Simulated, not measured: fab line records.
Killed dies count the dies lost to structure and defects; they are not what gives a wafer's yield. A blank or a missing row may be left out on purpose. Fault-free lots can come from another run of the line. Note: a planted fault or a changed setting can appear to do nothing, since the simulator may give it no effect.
Code-filled problem report in 8D (eight disciplines) form -- flow nand harc -- the parts of the form that need people (team, actions taken, sign-off) are left out

1. THE ISSUE
thk nm at NHARC_A_ONON_D1_THK_MEAS_34 reads a mean of 181.2 nm on 1 wafer of 1 lot; wafers without a fault read 198.8 nm with a standard deviation of 3. That is -5.9 standard deviations from the usual mean.
The step: measures by ellipsometry.
First seen on wafer L234.1, day 13 05:10, on film metro-02. At this step, 39 wafers from 13 lots have a number in the record. Rule for "out", or "out of limits": more than 4 standard deviations from the usual mean. Any other wafer with a number is counted as sound.

2. WHAT IT IS AND WHAT IT IS NOT
question,is,is not
which readings at this step,thk nm,-
which lots,L234,"L222, L223, L224, L225, L226, L229, L230, L232, L242, L243, L244, L245"
which wafers of those lots,L234.1,"L234.4, L234.6"
read on which gauges,film metro-02,film metro-01
when,from day 13 05:10,"up to then (26 sound wafers); but 12 sound wafers of L242, L243, L244, L245 came after"

3. WHAT RULES OUT EACH SUSPECT
Counting: any tool at a process step up to the reading remains a suspect provided it ran every lot that is out. Sound lots after the first of them don't rule it out here, since some wafers of a struck lot are sound.
- the gauge at NHARC_A_ONON_D1_THK_MEAS_34 has been ruled out. All the wafers that are out were read on film metro-02, but those of them that NHARC_A_ONON_D1_DEP_33 has rows for are out there too, on other tools.
- pecvd-03 at NHARC_A_ONON_D1_DEP_33 (deposits SiO2, target thk 200 nm): kept. L234, the lot that is out, went through it at day 13 04:46; up to then, the latest sound lot through it was L232 at day 12 04:34. Out on those wafers are its own readings of mfc precursor sccm.
- In pecvd-03 at NHARC_A_ONON_D1_DEP_33, the wafers that are out were processed in chamber 0 and their sound lot-mates in chambers 1, 2.
Left after counting: pecvd-03 at NHARC_A_ONON_D1_DEP_33.

4. THE CAUSE (what the simulator had put in)
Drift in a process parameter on pecvd-03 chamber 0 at NHARC_A_ONON_D1_DEP_33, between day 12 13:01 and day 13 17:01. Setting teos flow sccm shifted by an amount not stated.
Only this tool survived the counting.

5. THE EFFECT CHAIN, in route order
Rows list readings where the struck wafers' mean (over those with a number) sits beyond 3 standard deviations from the usual. Only readings for which the record gives a usual standard deviation are gone through. hours: the time from each lot's start at the first step in this table that gives one to its start at this step, as a median over the lots. sigmas: the change in usual standard deviations.
hours,step,reading,usual,on struck wafers,change,sigmas
0,NHARC_A_ONON_D1_DEP_33,mfc precursor sccm,161.4 sccm,148.8,-12.6,-26
0,NHARC_A_ONON_D1_THK_MEAS_34,thk nm,198.8 nm,181.2,-17.6,-5.9
The process steps in it:
- NHARC_A_ONON_D1_DEP_33: deposits SiO2, target thk 200 nm.

6. HOW IT WOULD HAVE BEEN CAUGHT EARLIER
16 hours passed between the start of the fault at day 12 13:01 and the first reading out of limits at a measuring or inspecting step in this record, taken at day 13 05:10.
At NHARC_A_ONON_D1_DEP_33, the tool's own readings (mfc precursor sccm) were out on each struck wafer the step has a row for, so an alarm limit on them would have fired on the first such wafer.
By day 13 05:10, every lot that is out (1) had started NHARC_A_ONON_D1_DEP_33 on pecvd-03. Had the tool been put on hold then, not one of them would have been saved.
